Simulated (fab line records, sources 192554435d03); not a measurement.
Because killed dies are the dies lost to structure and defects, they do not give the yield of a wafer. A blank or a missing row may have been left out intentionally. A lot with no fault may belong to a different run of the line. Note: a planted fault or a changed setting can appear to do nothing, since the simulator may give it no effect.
Matching of chambers    flow n5 finfet    4 sister chambers for N5_HKMG_FIN_ALD_74 on ald hk-02
The step deposits La2O3, target thk 0.5 nm, pulse time 6 s, co reactant pulse time 1 s. 14 wafers are shown with their chamber, then 7 later ones without.

== EACH WAFER AND ITS CHAMBER ==
wafer   chamber  heater power outer w (W)  heater power w (W)  precursor pulse height rel
L076.3  2        162                       314                 1.007
L076.4  1        241                       429                 0.985
L076.6  2        165                       309                 1.032
L077.4  1        238                       416                 0.989
L077.5  0        215                       381                 0.997
L077.6  1        239                       435                 1.005
L078.4  0        216                       373                 0.983
L078.5  1        236                       428                 1.003
L078.6  0        213                       380                 1.003
L081.3  3        219                       367                 0.971
L081.5  2        163                       303                 1.009
L081.6  1        241                       427                 0.988
L082.1  3        220                       357                 0.990
L082.3  2        167                       309                 1.002

SIGNATURES (means of the wafers above)
reading                     chamber 0  chamber 1  chamber 2  chamber 3  scatter within a chamber
heater power outer w        214.67     239.00     164.25     219.50     1.95
heater power w              378.00     427.00     308.75     362.00     5.82
precursor pulse height rel  0.99433    0.99400    1.01250    0.98050    0.0113
Rule: for a wafer and a chamber, the distance is found by dividing, reading by reading, the gap between the wafer's reading and the chamber's mean by the reading's scatter, squaring, summing and taking the root. If the next closest chamber is less than 2 further off than the closest, the wafer can't be placed; otherwise it belongs to the closest. The scatter: take each reading less its chamber's mean, square it, sum over the shown wafers, divide by the number of wafers less the number of chambers, and take the root.

== WAFERS MISSING THEIR CHAMBER ==
wafer   heater power outer w (W)  heater power w (W)  precursor pulse height rel
L082.5  216                       370                 1.028
L088.2  222                       365                 0.986
L088.4  241                       436                 0.960
L088.6  222                       369                 0.993
L090.1  242                       431                 0.993
L090.2  213                       368                 1.013
L090.6  163                       321                 0.997

== WHICH CHAMBER EACH WENT THROUGH ==
wafer   from the rows above      in truth
L082.5  can't be placed: 0 or 3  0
L088.2  3                        3
L088.4  1                        1
L088.6  can't be placed: 3 or 0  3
L090.1  1                        1
L090.2  can't be placed: 0 or 3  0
L090.6  2                        2
4 of 7 placed correctly. Cannot be placed on the basis of these rows: 3; the candidates contain the true chamber in 3. Number placed wrongly: 0.
